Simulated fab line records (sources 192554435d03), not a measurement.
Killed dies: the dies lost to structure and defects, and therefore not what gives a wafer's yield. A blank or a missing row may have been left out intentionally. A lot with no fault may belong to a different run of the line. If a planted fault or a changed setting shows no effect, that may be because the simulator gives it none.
Which of the tools did it? / flow n5_finfet / Sampling: 19 lots, 57 wafers, 4 of 1938 route steps

== WHAT EACH GAUGE READ, for each wafer ==
N5_BEOL_M1_CD_MEAS_18: pitch 36 nm, target cd 18 nm.
lot=L074; measured=day 6 10:02; on=cd_sem-01; cd_nm (nm)=17.53 17.76 17.97
lot=L075; measured=day 6 12:19; on=cd_sem-02; cd_nm (nm)=17.99 17.76 18.17
lot=L076; measured=day 6 15:40; on=cd_sem-02; cd_nm (nm)=17.58 18.06 18.11
lot=L077; measured=day 6 21:58; on=cd_sem-03; cd_nm (nm)=18.04 18.19 17.82
lot=L078; measured=day 7 00:14; on=cd_sem-02; cd_nm (nm)=18.13 17.79 17.50
lot=L080; measured=day 7 14:40; on=cd_sem-03; cd_nm (nm)=18.02 18.00 17.82
lot=L082; measured=day 8 06:25; on=cd_sem-03; cd_nm (nm)=18.37 18.42 18.44
lot=L083; measured=day 8 13:14; on=cd_sem-02; cd_nm (nm)=18.43 18.29 17.73
lot=L084; measured=day 8 17:49; on=cd_sem-03; cd_nm (nm)=18.08 18.30 17.96
lot=L085; measured=day 9 05:41; on=cd_sem-03; cd_nm (nm)=17.72 18.10 17.98
lot=L086; measured=day 9 09:30; on=cd_sem-03; cd_nm (nm)=18.56 18.48 18.37
lot=L087; measured=day 9 14:56; on=cd_sem-03; cd_nm (nm)=17.99 18.20 17.80
lot=L088; measured=day 9 15:04; on=cd_sem-02; cd_nm (nm)=17.77 17.60 17.67
lot=L090; measured=day 10 00:05; on=cd_sem-01; cd_nm (nm)=17.49 18.07 18.03
lot=L089; measured=day 10 00:16; on=cd_sem-03; cd_nm (nm)=17.88 17.79 17.97
lot=L092; measured=day 10 10:32; on=cd_sem-02; cd_nm (nm)=18.32 17.75 17.87
lot=L093; measured=day 10 19:58; on=cd_sem-01; cd_nm (nm)=18.41 17.99 18.14
lot=L094; measured=day 10 22:52; on=cd_sem-02; cd_nm (nm)=18.12 18.03 17.87
lot=L097; measured=day 11 15:41; on=cd_sem-01; cd_nm (nm)=18.25 18.35 18.27

== EACH LOT AND THE TOOL THAT RAN IT (in order: tool; ch and the chambers of the sampled wafers; start) ==
lot=L074; N5_BEOL_M1_DESCUM_16=rie_diel-06 ch 0,2,3, day 6 09:36; N5_BEOL_M1_STRIP_66=rie_diel-06 ch 0,2,3, day 6 09:48; N5_BEOL_M1_STRIP_19=rie_diel-06 ch 0,1,2, day 6 09:58
lot=L075; N5_BEOL_M1_DESCUM_16=rie_diel-01 ch 0,1, day 6 11:53; N5_BEOL_M1_STRIP_66=rie_diel-01 ch 0,1, day 6 12:05; N5_BEOL_M1_STRIP_19=rie_diel-06 ch 0,1, day 6 12:15
lot=L076; N5_BEOL_M1_DESCUM_16=rie_diel-03 ch 1,2, day 6 15:14; N5_BEOL_M1_STRIP_66=rie_diel-03 ch 1,2, day 6 15:26; N5_BEOL_M1_STRIP_19=rie_diel-03 ch 0,3, day 6 15:35
lot=L077; N5_BEOL_M1_DESCUM_16=rie_diel-06 ch 0,2,3, day 6 21:32; N5_BEOL_M1_STRIP_66=rie_diel-06 ch 0,2,3, day 6 21:44; N5_BEOL_M1_STRIP_19=rie_diel-03 ch 2,3, day 6 21:53
lot=L078; N5_BEOL_M1_DESCUM_16=rie_diel-01 ch 0,1,2, day 6 23:49; N5_BEOL_M1_STRIP_66=rie_diel-01 ch 0,1,2, day 7 00:01; N5_BEOL_M1_STRIP_19=rie_diel-06 ch 1,2, day 7 00:10
lot=L080; N5_BEOL_M1_DESCUM_16=rie_diel-06 ch 1,2,3, day 7 14:11; N5_BEOL_M1_STRIP_66=rie_diel-06 ch 1,2,3, day 7 14:23; N5_BEOL_M1_STRIP_19=rie_diel-01 ch 1,2, day 7 14:36
lot=L082; N5_BEOL_M1_DESCUM_16=rie_diel-01 ch 0,3, day 8 05:54; N5_BEOL_M1_STRIP_66=rie_diel-01 ch 0,3, day 8 06:06; N5_BEOL_M1_STRIP_19=rie_diel-03 ch 1,2,3, day 8 06:20
lot=L083; N5_BEOL_M1_DESCUM_16=rie_diel-06 ch 1,2,3, day 8 12:48; N5_BEOL_M1_STRIP_66=rie_diel-06 ch 1,2,3, day 8 13:01; N5_BEOL_M1_STRIP_19=rie_diel-06 ch 1,2, day 8 13:10
lot=L084; N5_BEOL_M1_DESCUM_16=rie_diel-06 ch 2,3, day 8 17:19; N5_BEOL_M1_STRIP_66=rie_diel-06 ch 2,3, day 8 17:31; N5_BEOL_M1_STRIP_19=rie_diel-03 ch 0,2,3, day 8 17:44
lot=L085; N5_BEOL_M1_DESCUM_16=rie_diel-03 ch 0,2,3, day 9 05:16; N5_BEOL_M1_STRIP_66=rie_diel-03 ch 0,2,3, day 9 05:28; N5_BEOL_M1_STRIP_19=rie_diel-03 ch 0,2,3, day 9 05:37
lot=L086; N5_BEOL_M1_DESCUM_16=rie_diel-06 ch 1,2,3, day 9 09:04; N5_BEOL_M1_STRIP_66=rie_diel-06 ch 1,2,3, day 9 09:17; N5_BEOL_M1_STRIP_19=rie_diel-06 ch 2,3, day 9 09:26
lot=L087; N5_BEOL_M1_DESCUM_16=rie_diel-03 ch 1,2,3, day 9 14:25; N5_BEOL_M1_STRIP_66=rie_diel-03 ch 1,2,3, day 9 14:37; N5_BEOL_M1_STRIP_19=rie_diel-03 ch 0,1,2, day 9 14:52
lot=L088; N5_BEOL_M1_DESCUM_16=rie_diel-03 ch 1,3, day 9 14:38; N5_BEOL_M1_STRIP_66=rie_diel-03 ch 1,3, day 9 14:51; N5_BEOL_M1_STRIP_19=rie_diel-06 ch 1,3, day 9 15:00
lot=L090; N5_BEOL_M1_DESCUM_16=rie_diel-06 ch 0,1,3, day 9 23:34; N5_BEOL_M1_STRIP_66=rie_diel-06 ch 0,1,3, day 9 23:46; N5_BEOL_M1_STRIP_19=rie_diel-03 ch 0,3, day 10 00:01
lot=L089; N5_BEOL_M1_DESCUM_16=rie_diel-06 ch 0,3, day 9 23:50; N5_BEOL_M1_STRIP_66=rie_diel-06 ch 0,3, day 10 00:02; N5_BEOL_M1_STRIP_19=rie_diel-01 ch 2,3, day 10 00:11
lot=L092; N5_BEOL_M1_DESCUM_16=rie_diel-06 ch 0,1, day 10 10:06; N5_BEOL_M1_STRIP_66=rie_diel-06 ch 0,1, day 10 10:18; N5_BEOL_M1_STRIP_19=rie_diel-06 ch 0,1,2, day 10 10:28
lot=L093; N5_BEOL_M1_DESCUM_16=rie_diel-01 ch 1,2,3, day 10 19:28; N5_BEOL_M1_STRIP_66=rie_diel-01 ch 1,2,3, day 10 19:40; N5_BEOL_M1_STRIP_19=rie_diel-06 ch 0,1,3, day 10 19:53
lot=L094; N5_BEOL_M1_DESCUM_16=rie_diel-01 ch 1,2,3, day 10 22:13; N5_BEOL_M1_STRIP_66=rie_diel-01 ch 1,2,3, day 10 22:25; N5_BEOL_M1_STRIP_19=rie_diel-06 ch 1,2,3, day 10 22:48
lot=L097; N5_BEOL_M1_DESCUM_16=rie_diel-03 ch 1,2, day 11 15:15; N5_BEOL_M1_STRIP_66=rie_diel-03 ch 1,2, day 11 15:28; N5_BEOL_M1_STRIP_19=rie_diel-06 ch 0,3, day 11 15:37
- N5_BEOL_M1_DESCUM_16: chemistry O2, time 7 s.
- N5_BEOL_M1_STRIP_66: strips in CF4.
- N5_BEOL_M1_STRIP_19: strips in O2.

== WHAT THE TOOLS THEMSELVES READ (means of the sampled wafers that have a number; where no wafer has one, the mark that the record gives instead) ==
N5_BEOL_M1_DESCUM_16.
lot=L074; tool=rie_diel-06; drypump_motor_current_A (A)=5.5; o2_flow_sccm (sccm)=225.2; oes_product_au (a.u.)=0.81; rf_vpp_V (V)=243.7; showerhead_plenum_p_Torr (Torr)=2.11; throttle_valve_pct (%)=20.22
lot=L075; tool=rie_diel-01; drypump_motor_current_A (A)=5.3; o2_flow_sccm (sccm)=224.6; oes_product_au (a.u.)=0.80; rf_vpp_V (V)=245.1; showerhead_plenum_p_Torr (Torr)=2.14; throttle_valve_pct (%)=20.54
lot=L076; tool=rie_diel-03; drypump_motor_current_A (A)=5.2; o2_flow_sccm (sccm)=224.9; oes_product_au (a.u.)=0.77; rf_vpp_V (V)=241.7; showerhead_plenum_p_Torr (Torr)=1.98; throttle_valve_pct (%)=20.38
lot=L077; tool=rie_diel-06; drypump_motor_current_A (A)=5.5; o2_flow_sccm (sccm)=225.2; oes_product_au (a.u.)=0.80; rf_vpp_V (V)=243.2; showerhead_plenum_p_Torr (Torr)=2.11; throttle_valve_pct (%)=20.22
lot=L078; tool=rie_diel-01; drypump_motor_current_A (A)=5.5; o2_flow_sccm (sccm)=225.0; oes_product_au (a.u.)=0.77; rf_vpp_V (V)=243.2; showerhead_plenum_p_Torr (Torr)=2.12; throttle_valve_pct (%)=20.54
lot=L080; tool=rie_diel-06; drypump_motor_current_A (A)=5.7; o2_flow_sccm (sccm)=224.8; oes_product_au (a.u.)=0.81; rf_vpp_V (V)=244.0; showerhead_plenum_p_Torr (Torr)=2.11; throttle_valve_pct (%)=20.22
lot=L082; tool=rie_diel-01; drypump_motor_current_A (A)=5.3; o2_flow_sccm (sccm)=226.3; oes_product_au (a.u.)=0.82; rf_vpp_V (V)=242.0; showerhead_plenum_p_Torr (Torr)=2.08; throttle_valve_pct (%)=20.43
lot=L083; tool=rie_diel-06; drypump_motor_current_A (A)=5.7; o2_flow_sccm (sccm)=224.8; oes_product_au (a.u.)=0.80; rf_vpp_V (V)=243.3; showerhead_plenum_p_Torr (Torr)=2.10; throttle_valve_pct (%)=20.23
lot=L084; tool=rie_diel-06; drypump_motor_current_A (A)=5.4; o2_flow_sccm (sccm)=224.6; oes_product_au (a.u.)=0.74; rf_vpp_V (V)=242.3; showerhead_plenum_p_Torr (Torr)=2.05; throttle_valve_pct (%)=20.35
lot=L085; tool=rie_diel-03; drypump_motor_current_A (A)=5.5; o2_flow_sccm (sccm)=224.3; oes_product_au (a.u.)=0.72; rf_vpp_V (V)=242.7; showerhead_plenum_p_Torr (Torr)=2.08; throttle_valve_pct (%)=20.64
lot=L086; tool=rie_diel-06; drypump_motor_current_A (A)=5.7; o2_flow_sccm (sccm)=224.1; oes_product_au (a.u.)=0.80; rf_vpp_V (V)=242.4; showerhead_plenum_p_Torr (Torr)=2.10; throttle_valve_pct (%)=20.24
lot=L087; tool=rie_diel-03; drypump_motor_current_A (A)=5.4; o2_flow_sccm (sccm)=225.4; oes_product_au (a.u.)=0.74; rf_vpp_V (V)=240.8; showerhead_plenum_p_Torr (Torr)=2.03; throttle_valve_pct (%)=20.60
lot=L088; tool=rie_diel-03; drypump_motor_current_A (A)=5.5; o2_flow_sccm (sccm)=224.5; oes_product_au (a.u.)=0.72; rf_vpp_V (V)=243.0; showerhead_plenum_p_Torr (Torr)=2.02; throttle_valve_pct (%)=20.53
lot=L090; tool=rie_diel-06; drypump_motor_current_A (A)=5.5; o2_flow_sccm (sccm)=224.6; oes_product_au (a.u.)=0.82; rf_vpp_V (V)=243.0; showerhead_plenum_p_Torr (Torr)=2.08; throttle_valve_pct (%)=20.25
lot=L089; tool=rie_diel-06; drypump_motor_current_A (A)=5.4; o2_flow_sccm (sccm)=224.7; oes_product_au (a.u.)=0.82; rf_vpp_V (V)=243.5; showerhead_plenum_p_Torr (Torr)=2.08; throttle_valve_pct (%)=20.26
lot=L092; tool=rie_diel-06; drypump_motor_current_A (A)=5.6; o2_flow_sccm (sccm)=224.9; oes_product_au (a.u.)=0.88; rf_vpp_V (V)=244.0; showerhead_plenum_p_Torr (Torr)=2.13; throttle_valve_pct (%)=20.14
lot=L093; tool=rie_diel-01; drypump_motor_current_A (A)=5.7; o2_flow_sccm (sccm)=225.2; oes_product_au (a.u.)=0.72; rf_vpp_V (V)=243.5; showerhead_plenum_p_Torr (Torr)=2.08; throttle_valve_pct (%)=20.40
lot=L094; tool=rie_diel-01; drypump_motor_current_A (A)=5.7; o2_flow_sccm (sccm)=225.6; oes_product_au (a.u.)=0.72; rf_vpp_V (V)=242.6; showerhead_plenum_p_Torr (Torr)=2.08; throttle_valve_pct (%)=20.41
lot=L097; tool=rie_diel-03; drypump_motor_current_A (A)=5.3; o2_flow_sccm (sccm)=225.6; oes_product_au (a.u.)=0.74; rf_vpp_V (V)=242.3; showerhead_plenum_p_Torr (Torr)=2.03; throttle_valve_pct (%)=20.69

N5_BEOL_M1_STRIP_66.
lot=L074; tool=rie_diel-06; drypump_motor_current_A (A)=5.5; oes_product_au (a.u.)=0.80; rf_vpp_V (V)=270.9; showerhead_plenum_p_Torr (Torr)=1.81; throttle_valve_pct (%)=13.37
lot=L075; tool=rie_diel-01; drypump_motor_current_A (A)=5.3; oes_product_au (a.u.)=0.79; rf_vpp_V (V)=271.9; showerhead_plenum_p_Torr (Torr)=1.83; throttle_valve_pct (%)=13.66
lot=L076; tool=rie_diel-03; drypump_motor_current_A (A)=5.2; oes_product_au (a.u.)=0.77; rf_vpp_V (V)=268.6; showerhead_plenum_p_Torr (Torr)=1.71; throttle_valve_pct (%)=13.56
lot=L077; tool=rie_diel-06; drypump_motor_current_A (A)=5.5; oes_product_au (a.u.)=0.79; rf_vpp_V (V)=271.6; showerhead_plenum_p_Torr (Torr)=1.80; throttle_valve_pct (%)=13.38
lot=L078; tool=rie_diel-01; drypump_motor_current_A (A)=5.4; oes_product_au (a.u.)=0.75; rf_vpp_V (V)=271.9; showerhead_plenum_p_Torr (Torr)=1.82; throttle_valve_pct (%)=13.70
lot=L080; tool=rie_diel-06; drypump_motor_current_A (A)=5.7; oes_product_au (a.u.)=0.80; rf_vpp_V (V)=271.8; showerhead_plenum_p_Torr (Torr)=1.81; throttle_valve_pct (%)=13.37
lot=L082; tool=rie_diel-01; drypump_motor_current_A (A)=5.3; oes_product_au (a.u.)=0.80; rf_vpp_V (V)=271.1; showerhead_plenum_p_Torr (Torr)=1.79; throttle_valve_pct (%)=13.55
lot=L083; tool=rie_diel-06; drypump_motor_current_A (A)=5.7; oes_product_au (a.u.)=0.79; rf_vpp_V (V)=271.2; showerhead_plenum_p_Torr (Torr)=1.81; throttle_valve_pct (%)=13.39
lot=L084; tool=rie_diel-06; drypump_motor_current_A (A)=5.4; oes_product_au (a.u.)=0.74; rf_vpp_V (V)=270.2; showerhead_plenum_p_Torr (Torr)=1.77; throttle_valve_pct (%)=13.56
lot=L085; tool=rie_diel-03; drypump_motor_current_A (A)=5.5; oes_product_au (a.u.)=0.72; rf_vpp_V (V)=271.1; showerhead_plenum_p_Torr (Torr)=1.78; throttle_valve_pct (%)=13.84
lot=L086; tool=rie_diel-06; drypump_motor_current_A (A)=5.7; oes_product_au (a.u.)=0.79; rf_vpp_V (V)=271.1; showerhead_plenum_p_Torr (Torr)=1.80; throttle_valve_pct (%)=13.40
lot=L087; tool=rie_diel-03; drypump_motor_current_A (A)=5.4; oes_product_au (a.u.)=0.73; rf_vpp_V (V)=270.6; showerhead_plenum_p_Torr (Torr)=1.74; throttle_valve_pct (%)=13.78
lot=L088; tool=rie_diel-03; drypump_motor_current_A (A)=5.5; oes_product_au (a.u.)=0.72; rf_vpp_V (V)=270.2; showerhead_plenum_p_Torr (Torr)=1.73; throttle_valve_pct (%)=13.73
lot=L090; tool=rie_diel-06; drypump_motor_current_A (A)=5.5; oes_product_au (a.u.)=0.81; rf_vpp_V (V)=271.1; showerhead_plenum_p_Torr (Torr)=1.78; throttle_valve_pct (%)=13.39
lot=L089; tool=rie_diel-06; drypump_motor_current_A (A)=5.3; oes_product_au (a.u.)=0.80; rf_vpp_V (V)=271.0; showerhead_plenum_p_Torr (Torr)=1.78; throttle_valve_pct (%)=13.40
lot=L092; tool=rie_diel-06; drypump_motor_current_A (A)=5.7; oes_product_au (a.u.)=0.85; rf_vpp_V (V)=271.9; showerhead_plenum_p_Torr (Torr)=1.82; throttle_valve_pct (%)=13.25
lot=L093; tool=rie_diel-01; drypump_motor_current_A (A)=5.6; oes_product_au (a.u.)=0.71; rf_vpp_V (V)=270.3; showerhead_plenum_p_Torr (Torr)=1.78; throttle_valve_pct (%)=13.64
lot=L094; tool=rie_diel-01; drypump_motor_current_A (A)=5.7; oes_product_au (a.u.)=0.71; rf_vpp_V (V)=271.0; showerhead_plenum_p_Torr (Torr)=1.78; throttle_valve_pct (%)=13.65
lot=L097; tool=rie_diel-03; drypump_motor_current_A (A)=5.3; oes_product_au (a.u.)=0.73; rf_vpp_V (V)=269.9; showerhead_plenum_p_Torr (Torr)=1.74; throttle_valve_pct (%)=13.84

N5_BEOL_M1_STRIP_19.
lot=L074; tool=rie_diel-06; drypump_motor_current_A (A)=5.8; o2_flow_sccm (sccm)=224.7; oes_product_au (a.u.)=0.89; rf_vpp_V (V)=4.0; showerhead_plenum_p_Torr (Torr)=2.16; throttle_valve_pct (%)=16.34
lot=L075; tool=rie_diel-06; drypump_motor_current_A (A)=5.8; o2_flow_sccm (sccm)=225.2; oes_product_au (a.u.)=0.93; rf_vpp_V (V)=3.9; showerhead_plenum_p_Torr (Torr)=2.14; throttle_valve_pct (%)=16.33
lot=L076; tool=rie_diel-03; drypump_motor_current_A (A)=5.6; o2_flow_sccm (sccm)=225.3; oes_product_au (a.u.)=0.72; rf_vpp_V (V)=3.2; showerhead_plenum_p_Torr (Torr)=2.08; throttle_valve_pct (%)=16.69
lot=L077; tool=rie_diel-03; drypump_motor_current_A (A)=5.4; o2_flow_sccm (sccm)=224.5; oes_product_au (a.u.)=0.74; rf_vpp_V (V)=3.9; showerhead_plenum_p_Torr (Torr)=2.09; throttle_valve_pct (%)=17.08
lot=L078; tool=rie_diel-06; drypump_motor_current_A (A)=6.0; o2_flow_sccm (sccm)=225.4; oes_product_au (a.u.)=0.84; rf_vpp_V (V)=3.8; showerhead_plenum_p_Torr (Torr)=2.18; throttle_valve_pct (%)=16.36
lot=L080; tool=rie_diel-01; drypump_motor_current_A (A)=5.7; o2_flow_sccm (sccm)=224.0; oes_product_au (a.u.)=0.73; rf_vpp_V (V)=3.5; showerhead_plenum_p_Torr (Torr)=2.11; throttle_valve_pct (%)=16.81
lot=L082; tool=rie_diel-03; drypump_motor_current_A (A)=5.4; o2_flow_sccm (sccm)=225.2; oes_product_au (a.u.)=0.74; rf_vpp_V (V)=3.8; showerhead_plenum_p_Torr (Torr)=2.03; throttle_valve_pct (%)=16.84
lot=L083; tool=rie_diel-06; drypump_motor_current_A (A)=6.0; o2_flow_sccm (sccm)=225.3; oes_product_au (a.u.)=0.87; rf_vpp_V (V)=3.8; showerhead_plenum_p_Torr (Torr)=2.16; throttle_valve_pct (%)=16.36
lot=L084; tool=rie_diel-03; drypump_motor_current_A (A)=5.5; o2_flow_sccm (sccm)=225.1; oes_product_au (a.u.)=0.72; rf_vpp_V (V)=3.7; showerhead_plenum_p_Torr (Torr)=2.08; throttle_valve_pct (%)=16.91
lot=L085; tool=rie_diel-03; drypump_motor_current_A (A)=5.5; o2_flow_sccm (sccm)=225.1; oes_product_au (a.u.)=0.71; rf_vpp_V (V)=3.4; showerhead_plenum_p_Torr (Torr)=2.08; throttle_valve_pct (%)=16.90
lot=L086; tool=rie_diel-06; drypump_motor_current_A (A)=5.7; o2_flow_sccm (sccm)=224.9; oes_product_au (a.u.)=0.76; rf_vpp_V (V)=3.6; showerhead_plenum_p_Torr (Torr)=2.13; throttle_valve_pct (%)=16.52
lot=L087; tool=rie_diel-03; drypump_motor_current_A (A)=5.4; o2_flow_sccm (sccm)=225.6; oes_product_au (a.u.)=0.74; rf_vpp_V (V)=3.5; showerhead_plenum_p_Torr (Torr)=2.03; throttle_valve_pct (%)=16.72
lot=L088; tool=rie_diel-06; drypump_motor_current_A (A)=5.4; o2_flow_sccm (sccm)=224.5; oes_product_au (a.u.)=0.78; rf_vpp_V (V)=3.9; showerhead_plenum_p_Torr (Torr)=2.04; throttle_valve_pct (%)=16.61
lot=L090; tool=rie_diel-03; drypump_motor_current_A (A)=5.6; o2_flow_sccm (sccm)=225.3; oes_product_au (a.u.)=0.71; rf_vpp_V (V)=4.1; showerhead_plenum_p_Torr (Torr)=2.07; throttle_valve_pct (%)=16.73
lot=L089; tool=rie_diel-01; drypump_motor_current_A (A)=5.7; o2_flow_sccm (sccm)=224.4; oes_product_au (a.u.)=0.73; rf_vpp_V (V)=3.5; showerhead_plenum_p_Torr (Torr)=2.05; throttle_valve_pct (%)=16.71
lot=L092; tool=rie_diel-06; drypump_motor_current_A (A)=5.8; o2_flow_sccm (sccm)=225.0; oes_product_au (a.u.)=0.85; rf_vpp_V (V)=3.9; showerhead_plenum_p_Torr (Torr)=2.15; throttle_valve_pct (%)=16.39
lot=L093; tool=rie_diel-06; drypump_motor_current_A (A)=5.5; o2_flow_sccm (sccm)=224.9; oes_product_au (a.u.)=0.82; rf_vpp_V (V)=3.7; showerhead_plenum_p_Torr (Torr)=2.08; throttle_valve_pct (%)=16.51
lot=L094; tool=rie_diel-06; drypump_motor_current_A (A)=5.7; o2_flow_sccm (sccm)=224.7; oes_product_au (a.u.)=0.79; rf_vpp_V (V)=3.9; showerhead_plenum_p_Torr (Torr)=2.10; throttle_valve_pct (%)=16.51
lot=L097; tool=rie_diel-06; drypump_motor_current_A (A)=5.4; o2_flow_sccm (sccm)=224.7; oes_product_au (a.u.)=0.81; rf_vpp_V (V)=3.3; showerhead_plenum_p_Torr (Torr)=2.08; throttle_valve_pct (%)=16.53

== THE ANSWER, worked out from the rows above alone ==
Rule: usual is defined by the lots themselves. Put in order of their means at a reading, lots are off if they are a third of the lots or fewer, leave a main group of 4 or more, and stand apart from it by a gap of 3 or more times the standard deviation of the main group's means; of several such gaps the widest counts. The tables above print the reading to a certain number of digits; a main group whose means all agree to those digits is not used. A lot without any number at a reading at which 4 lots or more have one is off too. Any other lot the step has rows for is counted as sound. The gauges are gone through in route order, then the tools' own readings, and for those a lot's mean is taken as printed above. The first step at which some lot is off is used, and at that step the reading that is off furthest; a lot without a number counts as furthest.
None of the lots is off at any reading shown; this tells nothing.

== WHAT HAD BEEN PUT IN BY THE SIMULATOR ==
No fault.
